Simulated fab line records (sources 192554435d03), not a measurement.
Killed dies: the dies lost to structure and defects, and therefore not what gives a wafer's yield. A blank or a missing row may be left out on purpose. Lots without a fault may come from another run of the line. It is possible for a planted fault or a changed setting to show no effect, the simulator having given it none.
A lot that was struck, set against a sound lot | flow n5_finfet | 15 out of 1938 route steps
Sound: the wafers L168.1, L168.5, L168.6. Struck: wafer L160.3 (left out: L160.2, L160.5 of the same lot, which were not struck); the cause appears at the end.
For every step that has rows: the tool of each side, followed by ch and its chambers, followed by its first start. Under that, the readings that differ: sound wafers | struck wafers | difference of the means | sigmas: that difference in standard deviations of wafers without a fault.
alike: same words and numbers on both sides, and readings whose means sit less than 2 such deviations apart. not compared: any withheld reading, any reading some wafer has no value for, any bound like >300 that may hide the same value, and any number with overlapping values for which the record gives no deviation.
A row with sigmas, a row that says differs or no value, or rows on one side alone: a step with any of these is where the two part. Numbers that have no deviation but don't overlap get no sigmas and don't part them. A reading missing from all wafers of one side parts the sides only when that side holds two or more wafers.

N5_DUMMY_GATE_ETCH_32: etches SiO2 in CF4, target depth 3.5 nm, time 3.9 s.
  sound on rie_si-01 ch 2,3, day 7 08:20; struck on rie_si-02 ch 3, day 5 07:10
  reading               | sound             | struck | difference | sigmas
  oes_product_au (a.u.) | 1.049 1.047 1.007 | 0.967  | -0.067     | -4
  alike: bias_w, drypump_motor_current_A, throttle_valve_pct
  not compared: rf_hours_counter_h
N5_DUMMY_GATE_ETCH_23: etches poly-Si in HBr/Cl2/O2, target depth 41 nm, time 22.3 s.
  sound on rie_si-01 ch 2,3, day 7 08:23; struck on rie_si-02 ch 3, day 5 07:11
  reading               | sound             | struck | difference | sigmas
  oes_product_au (a.u.) | 1.056 1.062 1.006 | 0.963  | -0.078     | -4
  alike: bias_w, drypump_motor_current_A, mfc_cl2_sccm, throttle_valve_pct
  not compared: rf_hours_counter_h
then, 1 step without rows for these wafers: N5_DUMMY_GATE_ETCH_44 (etches poly-Si in HBr/O2, stops on SiO2, target depth 127.5 nm).
N5_DUMMY_GATE_CD_MEAS_24 targets a cd of 15 nm.
  sound on cd_sem-02, day 7 08:32; struck on cd_sem-01, day 5 07:22
  alike: cd_nm
N5_DUMMY_GATE_ETCH_42: etches SiO2 in CHF3/O2, target depth 3.5 nm, time 31 s.
  sound on rie_diel-05 ch 1,2, day 7 08:35; struck on rie_diel-05 ch 1, day 5 07:24
  reading    | sound             | struck | difference | sigmas
  bias_w (W) | 12.04 12.04 11.99 | 11.93  | -0.09      | -2
  alike: drypump_motor_current_A, oes_ar_750_au, oes_f_703_au, oes_product_au, rf_vpp_V, showerhead_plenum_p_Torr, throttle_valve_pct
  not compared: rf_hours_counter_h
N5_DUMMY_GATE_STRIP_48: strips in N2/H2, time 20 s.
  sound on rie_diel-05 ch 1,2, day 7 08:38; struck on rie_diel-05 ch 1, day 5 07:27
  alike: bias_power_w, drypump_motor_current_A, h2_flow_sccm, oes_product_au, rf_vpp_V, showerhead_plenum_p_Torr, temp_c, throttle_valve_pct
  not compared: rf_hours_counter_h
then, 5 steps without rows for these wafers: N5_DUMMY_GATE_PRECLEAN_33 (cleans in dHF, time 10 s); N5_DUMMY_GATE_PRECLEAN_25 (cleans in O3/DIW, time 45 s); N5_DUMMY_GATE_PRECLEAN_51 (cleans in SC2, time 45 s); N5_DUMMY_GATE_SRD_26 (time 30 s); N5_DUMMY_GATE_UV_OZONE_45 (time 120 s).
N5_DUMMY_GATE_INSPECT_27: inspects for defects (brightfield).
  sound on defect_inspect-01, day 7 08:50; struck on defect_inspect-01, day 5 07:38
  alike: raw_defect_count
N5_SPACER0_ALD_07: deposits SiNx, target thk 2 nm.
  sound on ald_sin-04 ch 1,2,3, day 7 08:52; struck on ald_sin-02 ch 0, day 5 07:41
  reading                                  | sound | struck | difference | sigmas
  model.SiNx_of_SPACER0_ALD_07.thk_nm (nm) | 2 2 2 | 1.4    | -0.6       |
  alike: heater_power_w
N5_SPACER0_ALD_00: deposits SiOCN, target thk 3.5 nm, pulse time 3 s, purge time 2 s.
  sound on ald_sin-04 ch 1,2,3, day 7 09:01; struck on ald_sin-02 ch 0, day 5 07:50
  reading            | sound       | struck | difference | sigmas
  heater_power_w (W) | 874 906 872 | 741    | -143       | -2
  alike: precursor_pulse_height_rel
N5_PASSIVATION_PROBE_49:
  the record has rows for the sound wafers here (prober-01, day 18 06:27) and none for the struck ones

## WHERE THEY PART
At N5_DUMMY_GATE_ETCH_32 first; at N5_PASSIVATION_PROBE_49 last (within this record only).

WHY: the cause the simulator had injected
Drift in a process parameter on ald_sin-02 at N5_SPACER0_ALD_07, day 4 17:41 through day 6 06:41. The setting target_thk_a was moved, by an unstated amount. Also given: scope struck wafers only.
